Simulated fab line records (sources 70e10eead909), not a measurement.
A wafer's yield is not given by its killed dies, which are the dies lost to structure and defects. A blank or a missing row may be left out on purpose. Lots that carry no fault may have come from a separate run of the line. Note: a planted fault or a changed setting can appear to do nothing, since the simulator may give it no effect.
What tool caused it? + flow nandHarc + 12 lots, 36 wafers sampled, at 5 steps of a route of 1302

## WHAT EACH GAUGE READ, for each wafer
NHARC_END_SORT_01. Usual: killedAtArray 54, standard deviation 16; killedAtOther 0.6, standard deviation 0.86; killedAtPeriphery 3.8, standard deviation 2.6; killedDies 58, standard deviation 16; killedOpen 3.3, standard deviation 1.8; killedShort 2.7, standard deviation 1.7.
| lot  | measured     | on        | killedAtArray | killedAtOther | killedAtPeriphery | killedDies | killedOpen | killedShort | flag |
|------|--------------|-----------|---------------|---------------|-------------------|------------|------------|-------------|------|
| L661 | day 28 03:55 | prober-01 | 673 672 45    | 2 0 0         | 2 5 1             | 677 677 46 | 4 3 4      | 2 5 3       | OFF  |
| L663 | day 28 14:43 | prober-01 | 672 668 85    | 0 0 1         | 5 9 6             | 677 677 92 | 2 1 2      | 0 4 1       | OFF  |

## WHAT TOOL EACH LOT RAN ON (gives the tool, then ch and the chambers of the sampled wafers, and finally the start)
| lot  | NHARC_A_SGD_CUT_DEP_00          | NHARC_HYBRID_BOND_ACTIVATE_00     | NHARC_THIN_TSV_ETCHBACK_48        | NHARC_THIN_TSV_DESCUM_35          |
|------|---------------------------------|-----------------------------------|-----------------------------------|-----------------------------------|
| L653 | pecvd-04 ch 1,2, day 19 15:37   | rieDiel-10 ch 1,2,3, day 23 17:36 | rieDiel-04 ch 1,2,3, day 24 07:59 | rieDiel-04 ch 0,1,2, day 24 11:40 |
| L652 | pecvd-01 ch 0,1,2, day 19 15:49 | rieDiel-10 ch 0,2,3, day 23 15:58 | rieDiel-04 ch 1,2,3, day 24 06:35 | rieDiel-04 ch 1,2, day 24 10:20   |
| L654 | pecvd-03 ch 0,2, day 20 05:04   | rieDiel-06 ch 1,2,3, day 24 09:32 | rieDiel-01 ch 0,1,2, day 25 00:20 | rieDiel-11 ch 0,3, day 25 03:57   |
| L656 | pecvd-04 ch 0,1,2, day 20 12:02 | rieDiel-10 ch 1,2,3, day 24 11:46 | rieDiel-01 ch 2,3, day 25 01:22   | rieDiel-04 ch 0,1,2, day 25 05:12 |
| L658 | pecvd-04 ch 0,1,2, day 20 21:32 | rieDiel-10 ch 0,1,3, day 24 23:01 | rieDiel-11 ch 0,2,3, day 25 13:47 | rieDiel-04 ch 0,2, day 25 17:36   |
| L660 | pecvd-04 ch 1,2, day 21 22:44   | rieDiel-06 ch 0,1,3, day 26 03:02 | rieDiel-04 ch 0,2,3, day 26 16:04 | rieDiel-04 ch 1,2,3, day 26 19:51 |
| L661 | pecvd-04 ch 0,1, day 22 13:31   | rieDiel-10 ch 3, day 26 17:24     | rieDiel-11 ch 3, day 27 11:15     | rieDiel-11 ch 0, day 27 14:56     |
| L662 | pecvd-03 ch 0,1,2, day 23 09:05 | rieDiel-10 ch 1,2,3, day 27 10:09 | rieDiel-11 ch 0,2,3, day 28 00:30 | rieDiel-01 ch 1,3, day 28 04:25   |
| L663 | pecvd-04 ch 0,1,2, day 23 09:17 | rieDiel-10 ch 1, day 27 10:44     | rieDiel-01 ch 0, day 28 02:31     | rieDiel-04 ch 2, day 28 06:23     |
| L670 | pecvd-01 ch 0,1,2, day 26 20:00 | rieDiel-10 ch 0,1,2, day 30 19:15 | rieDiel-04 ch 0,1,3, day 31 09:43 | rieDiel-04 ch 1,2,3, day 31 13:24 |
| L671 | pecvd-01 ch 0,1,2, day 26 20:10 | rieDiel-10 ch 0,1,3, day 30 16:41 | rieDiel-04 ch 1,2,3, day 31 08:22 | rieDiel-11 ch 0,1,2, day 31 12:05 |
| L674 | pecvd-03 ch 0,1,2, day 28 00:46 | rieDiel-10 ch 0,1, day 32 00:36   | rieDiel-01 ch 0,2,3, day 32 15:46 | rieDiel-04 ch 0,3, day 32 19:32   |
- NHARC_A_SGD_CUT_DEP_00: deposits SiNx, target thk 50 nm.
- NHARC_HYBRID_BOND_ACTIVATE_00: chemistry N2, time 60 s.
- NHARC_THIN_TSV_ETCHBACK_48: etches the open film in C4F8/Ar, target depth 1028.5 nm, time 405.17 s.
- NHARC_THIN_TSV_DESCUM_35: chemistry O2, time 3 s.

## WHAT THE TOOLS THEMSELVES READ (means of the sampled wafers that have a number; where no wafer has one, the mark that the record gives instead)
NHARC_A_SGD_CUT_DEP_00. Usual: heaterPowerOuterW 424 W, standard deviation 51; heaterPowerW 712 W, standard deviation 72.
| lot  | tool     | heaterPowerOuterW (W) | heaterPowerW (W) | flag |
|------|----------|-----------------------|------------------|------|
| L653 | pecvd-04 | 483                   | 815              |      |
| L652 | pecvd-01 | 379                   | 645              |      |
| L654 | pecvd-03 | 462                   | 770              |      |
| L656 | pecvd-04 | 425                   | 738              |      |
| L658 | pecvd-04 | 443                   | 755              |      |
| L660 | pecvd-04 | 452                   | 747              |      |
| L661 | pecvd-04 | 472                   | 788              |      |
| L662 | pecvd-03 | 482                   | 784              |      |
| L663 | pecvd-04 | 448                   | 757              |      |
| L670 | pecvd-01 | 400                   | 658              |      |
| L671 | pecvd-01 | 396                   | 661              |      |
| L674 | pecvd-03 | 407                   | 713              |      |

NHARC_HYBRID_BOND_ACTIVATE_00. Usual: drypumpMotorCurrentA 5.7 A, standard deviation 0.64; n2FlowSccm 200.0 sccm, standard deviation 0.57; oesProductAu 1.001 a.u., standard deviation 0.0074; rfVppV 64.2 V, standard deviation 0.87; showerheadPlenumPTorr 1.81 Torr, standard deviation 0.056.
| lot  | tool       | drypumpMotorCurrentA (A) | n2FlowSccm (sccm) | oesProductAu (a.u.) | rfVppV (V) | showerheadPlenumPTorr (Torr) | flag |
|------|------------|--------------------------|-------------------|---------------------|------------|------------------------------|------|
| L653 | rieDiel-10 | 5.5                      | 200.2             | 1.004               | 64.1       | 1.84                         |      |
| L652 | rieDiel-10 | 5.9                      | 199.6             | 0.994               | 63.9       | 1.83                         |      |
| L654 | rieDiel-06 | 5.6                      | 200.0             | 0.998               | 64.1       | 1.77                         |      |
| L656 | rieDiel-10 | 5.5                      | 200.2             | 0.994               | 64.6       | 1.84                         |      |
| L658 | rieDiel-10 | 5.5                      | 200.3             | 1.001               | 64.8       | 1.84                         |      |
| L660 | rieDiel-06 | 5.8                      | 200.3             | 1.005               | 63.3       | 1.73                         |      |
| L661 | rieDiel-10 | 5.0                      | 200.2             | 1.027               | 63.7       | 1.87                         | OFF  |
| L662 | rieDiel-10 | 5.5                      | 200.2             | 0.998               | 64.1       | 1.84                         |      |
| L663 | rieDiel-10 | 5.1                      | 199.7             | 0.990               | 64.2       | 1.84                         |      |
| L670 | rieDiel-10 | 6.0                      | 199.7             | 0.998               | 64.1       | 1.81                         |      |
| L671 | rieDiel-10 | 5.5                      | 200.2             | 1.001               | 64.6       | 1.84                         |      |
| L674 | rieDiel-10 | 6.0                      | 199.8             | 1.004               | 63.8       | 1.80                         |      |

NHARC_THIN_TSV_ETCHBACK_48. Usual: oesProductAu 0.96 a.u., standard deviation 0.033; rfVppV 548 V, standard deviation 3.
| lot  | tool       | oesProductAu (a.u.) | rfVppV (V) | flag |
|------|------------|---------------------|------------|------|
| L653 | rieDiel-04 | 0.98                | 547        |      |
| L652 | rieDiel-04 | 0.98                | 548        |      |
| L654 | rieDiel-01 | 0.96                | 550        |      |
| L656 | rieDiel-01 | 0.99                | 551        |      |
| L658 | rieDiel-11 | 0.92                | 548        |      |
| L660 | rieDiel-04 | 0.92                | 546        |      |
| L661 | rieDiel-11 | 1.00                | 544        |      |
| L662 | rieDiel-11 | 0.97                | 548        |      |
| L663 | rieDiel-01 | 0.99                | 551        |      |
| L670 | rieDiel-04 | 0.98                | 549        |      |
| L671 | rieDiel-04 | 1.00                | 548        |      |
| L674 | rieDiel-01 | 0.97                | 551        |      |

NHARC_THIN_TSV_DESCUM_35. Usual: drypumpMotorCurrentA 5.6 A, standard deviation 0.43; oesProductAu 1.002 a.u., standard deviation 0.0068; rfVppV 58.0 V, standard deviation 0.87; showerheadPlenumPTorr 1.95 Torr, standard deviation 0.079; throttleValvePct 11.310 %, standard deviation 0.009.
| lot  | tool       | drypumpMotorCurrentA (A) | oesProductAu (a.u.) | rfVppV (V) | showerheadPlenumPTorr (Torr) | throttleValvePct (%) | flag |
|------|------------|--------------------------|---------------------|------------|------------------------------|----------------------|------|
| L653 | rieDiel-04 | 5.7                      | 1.001               | 57.5       | 1.91                         | 11.309               |      |
| L652 | rieDiel-04 | 5.8                      | 1.000               | 58.1       | 1.97                         | 11.314               |      |
| L654 | rieDiel-11 | 6.0                      | 1.010               | 57.4       | 1.88                         | 11.302               |      |
| L656 | rieDiel-04 | 5.7                      | 0.994               | 57.9       | 1.92                         | 11.309               |      |
| L658 | rieDiel-04 | 5.7                      | 1.001               | 58.1       | 1.85                         | 11.311               |      |
| L660 | rieDiel-04 | 5.7                      | 1.012               | 57.4       | 1.94                         | 11.301               |      |
| L661 | rieDiel-11 | 5.3                      | 1.000               | 58.4       | 2.01                         | 11.308               |      |
| L662 | rieDiel-01 | 5.6                      | 1.000               | 58.2       | 2.02                         | 11.317               |      |
| L663 | rieDiel-04 | 5.7                      | 1.009               | 58.8       | 1.84                         | 11.302               |      |
| L670 | rieDiel-04 | 5.7                      | 1.000               | 58.0       | 1.94                         | 11.305               |      |
| L671 | rieDiel-11 | 5.6                      | 0.998               | 58.3       | 1.95                         | 11.316               |      |
| L674 | rieDiel-04 | 5.5                      | 1.011               | 56.9       | 1.89                         | 11.316               |      |

## THE ANSWER, worked out from the rows above alone
Rule: lot off if the mean of its wafers having a number is beyond 3 standard deviations from the usual mean. A lot without any number at a reading at which 4 lots or more have one is off too. Any other lot the step has rows for is counted as sound. The gauges are gone through in route order, then the tools' own readings, and for those a lot's mean is taken as printed above. The first step at which some lot is off is used, and at that step the reading that is off furthest; a lot without a number counts as furthest.
Off, at NHARC_END_SORT_01 on killedDies: L661, L663. Neither off nor sound, because the step has no rows for them: L653, L652, L654, L656, L658, L660, L662, L670, L671, L674.
If a tool, at a process step before that reading, ran all the lots that are off and no sound lot after the first of them, it fits. Those tools and the gauges at NHARC_END_SORT_01 are tried in the same way. Can't be told from this: 3 tools fit, pecvd-04 at NHARC_A_SGD_CUT_DEP_00, rieDiel-10 at NHARC_HYBRID_BOND_ACTIVATE_00, prober-01 at NHARC_END_SORT_01.

## WHAT THE SIMULATOR PUT IN
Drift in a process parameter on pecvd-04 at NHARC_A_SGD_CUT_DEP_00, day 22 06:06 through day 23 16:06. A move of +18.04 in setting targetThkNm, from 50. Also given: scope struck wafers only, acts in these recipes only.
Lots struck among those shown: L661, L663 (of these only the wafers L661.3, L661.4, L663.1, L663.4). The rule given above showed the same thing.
